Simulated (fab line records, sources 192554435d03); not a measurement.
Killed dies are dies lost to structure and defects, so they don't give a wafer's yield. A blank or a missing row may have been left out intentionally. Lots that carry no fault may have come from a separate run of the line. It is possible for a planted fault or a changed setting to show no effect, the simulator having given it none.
Comparing a struck lot with a sound one | flow n5Finfet | 16 steps out of a route of 1938
Sound: these wafers, L966.2, L966.4, L966.6. Struck: wafer L986.4 (left out: L986.1, L986.6 of the same lot, which were not struck); the cause appears at the end.
Each step with rows lists, per side, the tool, then ch with its chambers, then its first start. Under that, the readings that differ: sound wafers | struck wafers | difference of the means | sigmas: that difference in standard deviations of wafers without a fault.
alike: a reading whose means differ by less than 2 such deviations, as well as words and numbers matching on both sides. not compared: withheld readings; readings where some wafer has no value; bounds like >300 that might hide an equal value; numbers whose values overlap and for which the record gives no deviation.
A row with sigmas, a row that says differs or no value, or rows on one side alone: a step with any of these is where the two part. Non-overlapping numbers with no deviation appear without sigmas and do not part them. A reading missing from all wafers of one side parts the sides only when that side holds two or more wafers.

first, 4 steps without rows for these wafers: N5_SDB_SOFTBAKE_06 (time 60 s); N5_SDB_EXPOSE_08 (exposes mask SDB); N5_SDB_PEB_09 (peb time 60 s); N5_SDB_DEVELOP_10 (develop time 30 s).
N5_SDB_CD_MEAS_11: the cd target is 50 nm.
  sound on cdSem-01 ch 0, day 3 15:03; struck on cdSem-03 ch 0, day 8 23:39
  alike: cdNm
N5_SDB_OVL_MEAS_12:
  sound on overlay-01 ch 0, day 3 15:05; struck on overlay-02 ch 0, day 8 23:41
  alike: SDB_OVL
N5_SDB_INSPECT_13: inspects for defects (brightfield).
  sound on defectInspect-01 at day 3 15:06; struck on defectInspect-02 at day 8 23:43
  alike: rawDefectCount
N5_SDB_DESCUM_16: chemistry O2, time 7.9 s.
  sound on rieDiel-03 ch 0,1, day 3 15:08; struck on rieDiel-01 ch 0, day 8 23:58
reading                      | sound          | struck | difference | sigmas
oesProductAu (a.u.)          | 0.71 0.73 0.72 | 0.87   | +0.15      | +3
showerheadPlenumPTorr (Torr) | 2.07 2.16 2.07 | 2.21   | +0.11      | +2
  alike: biasPowerW, drypumpMotorCurrentA, rfVppV, throttleValvePct
  not compared: rfHoursCounterH
N5_SDB_ETCH_17: etches SiARC in CF4, target depth 23.4 nm, time 39 s.
  sound on rieDiel-03 ch 0,1, day 3 15:10; struck on rieDiel-01 ch 0, day 9 00:00
reading                      | sound             | struck | difference | sigmas
oesProductAu (a.u.)          | 0.61 0.61 0.60    | 0.75   | +0.14      | +3
rfVppV (V)                   | 182.4 184.8 183.5 | 186.1  | +2.5       | +2
showerheadPlenumPTorr (Torr) | 2.13 2.21 2.13    | 2.27   | +0.11      | +2
  alike: drypumpMotorCurrentA, etchRfOnTimeS, throttleValvePct
  not compared: rfHoursCounterH
N5_SDB_ETCH_18: etches SOC in N2/H2, target depth 100 nm, overetch 20 nm, time 150 s.
  sound on rieDiel-03 ch 0,1, day 3 15:12; struck on rieDiel-01 ch 0, day 9 00:02
reading                      | sound             | struck | difference | sigmas
oesProductAu (a.u.)          | 0.64 0.65 0.64    | 0.78   | +0.14      | +3
rfVppV (V)                   | 525.5 526.8 523.7 | 529.3  | +4.0       | +2
showerheadPlenumPTorr (Torr) | 2.52 2.64 2.52    | 2.70   | +0.14      | +2
  alike: drypumpMotorCurrentA, throttleValvePct
  not compared: rfHoursCounterH
then, 1 step without rows for these wafers: N5_SDB_STRIP_19 (strips in N2/H2).
N5_SDB_STRIP_21: strips in CF4.
  sound on rieDiel-03 ch 0,1, day 3 15:20; struck on rieDiel-01 ch 0, day 9 00:10
reading                      | sound          | struck | difference | sigmas
oesProductAu (a.u.)          | 0.71 0.71 0.71 | 0.87   | +0.16      | +3
showerheadPlenumPTorr (Torr) | 1.78 1.85 1.78 | 1.90   | +0.10      | +2
  alike: biasPowerW, drypumpMotorCurrentA, rfVppV, throttleValvePct
  not compared: rfHoursCounterH
N5_SDB_HM_OPEN_20: chemistry CH3F/O2, target SiNx, stops on poly-Si, target depth 24 nm.
  sound on rieDiel-03 ch 0,1, day 3 15:22; struck on rieDiel-01 ch 0, day 9 00:11
reading                             | sound          | struck  | difference | sigmas
overEtchFrac                        | 0.4 0.4 0.4    | 0.76633 | +0.36633   | 
rfVppV (V)                          | 298 293 300    | 305     | +8         | +2
showerheadPlenumPTorr (Torr)        | 1.98 2.07 1.98 | 2.12    | +0.11      | +2
model.SOC_of_SDB_COAT_03.thkNm (nm) | 83.8 84 84.2   | 80      | -4         | 
  alike: drypumpMotorCurrentA, oesProductAu, throttleValvePct
  not compared: rfHoursCounterH
N5_SDB_STRIP_22: strips in N2/H2.
  sound on plasmaAsher-02 ch 0,1, day 3 15:26; struck on plasmaAsher-01 ch 0, day 9 00:16
reading                  | sound             | struck | difference | sigmas
stripTimeToEndpointS (s) | 95.95 96.29 96.33 | 92.53  | -3.66      | -13
  alike: drypumpMotorCurrentA, heaterPowerW, oesProductAu
  not compared: rfHoursCounterH
then, 1 step without rows for these wafers: N5_SDB_PRECLEAN_23 (cleans in dHF, time 30 s).
-- the record jumps here: 4 days lie between the struck wafers' starts before and after (it left off in module SDB and takes up again in module BEOL_M4, whose first step shown is number 1111 of the route) --
N5_BEOL_M4_RC_MEAS_101:
  sound on prober-01 ch 0, day 7 14:14; struck on prober-02 ch 0, day 12 22:10
  alike: DIBL_N, DIBL_P, IOFF_N, IOFF_P, ION_N, ION_P, SS_N, SS_P, VT_N, VT_P

== WHERE THEY PART ==
At N5_SDB_DESCUM_16 first; at N5_SDB_STRIP_22 last (within this record only). Later steps at which nothing parts them and some readings are alike: N5_BEOL_M4_RC_MEAS_101.

WHY: the cause the simulator had injected
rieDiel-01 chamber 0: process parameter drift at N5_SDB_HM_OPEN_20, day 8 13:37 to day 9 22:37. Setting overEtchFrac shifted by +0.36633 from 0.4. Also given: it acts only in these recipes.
